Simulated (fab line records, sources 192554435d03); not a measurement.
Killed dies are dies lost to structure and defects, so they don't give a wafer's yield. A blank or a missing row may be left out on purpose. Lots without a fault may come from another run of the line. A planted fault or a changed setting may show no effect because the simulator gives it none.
Problem report in the 8D (eight disciplines) form, filled by code | flow n5_finfet | the parts of the form that need people (team, actions taken, sign-off) are left out

1. THE PROBLEM
spin_speed_rpm at N5_BEOL_M14_COAT_58 reads a mean of 1435.3 rpm on 8 wafers of 3 lots; wafers without a fault read 1499.7 rpm with a standard deviation of 1. That is -64 standard deviations from the usual mean.
The step: time 60 s, resist thk 89 nm.
First seen on wafer L690.2, day 17 05:59, on litho_track-03. The record holds 29 wafers of 10 lots with a number at this step. Rule for "out", or "out of limits": more than 4 standard deviations from the usual mean. The other wafers with a number count as sound.

2. WHAT IT IS AND WHAT IT IS NOT
question                    | is                     | is not
which readings at this step | spin_speed_rpm         | chill_plate_temp_C
which lots                  | L690, L691, L692       | L671, L672, L677, L680, L683, L686, L688
which wafers of those lots  | all that have a number | -
read on which tools         | litho_track-03         | litho_track-02, litho_track-05
when                        | from day 17 05:59      | up to then (18 sound wafers); but 3 sound wafers of L688 came after

3. SUSPECTS, AND WHAT RULES EACH OUT
Counting: a tool at a process step up to the reading stays a suspect if it ran every lot that is out and no sound lot after the first of them.
- litho_track-03 at N5_BEOL_M14_COAT_58 (time 60 s, resist thk 89 nm): kept. It ran every lot that is out, first L690 (day 17 05:59), and no sound lot after that; its last sound lot up to then is L686 (day 15 22:59). Its own readings are out on those wafers: spin_speed_rpm.
Left after counting: litho_track-03 at N5_BEOL_M14_COAT_58.

4. THE CAUSE (what the simulator had put in)
Process parameter drift: litho_track-03, from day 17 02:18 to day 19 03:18, at N5_BEOL_M14_COAT_58. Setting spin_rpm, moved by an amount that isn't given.
Counting left only this tool.

5. THE CHAIN OF EFFECTS, in route order
Each row: a reading whose mean over the struck wafers that have a number lies more than 3 standard deviations from the usual. Only readings for which the record gives a usual standard deviation are gone through. hours: the time from each lot's start at the first step in this table that gives one to its start at this step, as a median over the lots. sigmas: the change in usual standard deviations.
hours | step                | reading        | usual      | on struck wafers | change | sigmas
0     | N5_BEOL_M14_COAT_58 | spin_speed_rpm | 1499.7 rpm | 1435.3           | -64.4  | -64
The process steps in it:
- N5_BEOL_M14_COAT_58: time 60 s, resist thk 89 nm.

6. WHAT WOULD HAVE CAUGHT IT SOONER
In this record the first reading out of limits was taken at day 17 05:59, 4 hours after the fault began at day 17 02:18.
